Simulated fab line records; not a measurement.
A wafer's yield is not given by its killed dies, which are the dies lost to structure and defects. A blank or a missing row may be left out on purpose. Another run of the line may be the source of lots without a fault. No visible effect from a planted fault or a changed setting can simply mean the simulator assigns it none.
Matching of chambers    flow n5 finfet    N5_BEOL_M6_PECVD_70 on pecvd-01: 3 sister chambers
The step deposits SiO2 from TEOS/O2, target thk 20 nm, time 22.7 s. 14 wafers are shown with their chamber, then 7 later ones without.

## WAFERS WITH THEIR CHAMBER
wafer   chamber  showerhead plenum p Torr (Torr)  throttle valve pct (%)  heater power w (W)
L076.2  0        8.61                             23.1                    718
L076.4  1        8.93                             23.3                    733
L076.5  2        8.62                             21.2                    776
L081.1  2        8.63                             21.1                    698
L081.2  1        8.92                             23.6                    845
L081.3  0        8.63                             22.8                    607
L081.4  1        8.91                             23.3                    812
L081.5  0        8.64                             23.1                    629
L081.6  2        8.61                             21.2                    701
L084.2  1        8.93                             23.6                    786
L084.5  0        8.62                             22.9                    680
L084.6  1        8.92                             23.4                    804
L091.1  0        8.62                             23.2                    665
L091.2  2        8.60                             21.4                    659

SIGNATURES (means of the wafers above)
reading                   chamber 0  chamber 1  chamber 2  scatter within a chamber
showerhead plenum p Torr  8.6240     8.9220     8.6150     0.0109
throttle valve pct        23.020     23.440     21.225     0.15
heater power w            659.80     796.00     708.50     44.2
Rule: a wafer lies at a distance from a chamber equal to the root of the sum of squares, over the readings, of (its reading less the chamber's mean, divided by the reading's scatter). If the next closest chamber is less than 2 further off than the closest, the wafer can't be placed; otherwise it belongs to the closest. How the scatter is found: for the shown wafers, subtract from each reading the mean of its chamber, square and add these, divide the total by (wafers less chambers), then take the root.

## WAFERS WITH NO CHAMBER GIVEN
wafer   showerhead plenum p Torr (Torr)  throttle valve pct (%)  heater power w (W)
L091.3  8.94                             23.5                    751
L093.1  8.63                             21.8                    750
L093.2  8.95                             23.5                    783
L093.6  8.93                             23.1                    815
L094.1  8.92                             23.4                    790
L094.2  8.63                             23.0                    726
L094.6  8.63                             21.5                    693

## EACH ONE'S CHAMBER
wafer   from the rows above  in truth
L091.3  1                    1
L093.1  2                    2
L093.2  1                    1
L093.6  1                    1
L094.1  1                    1
L094.2  0                    0
L094.6  2                    2
7 of 7 placed correctly. Not placeable from these rows: 0. Number placed wrongly: 0.
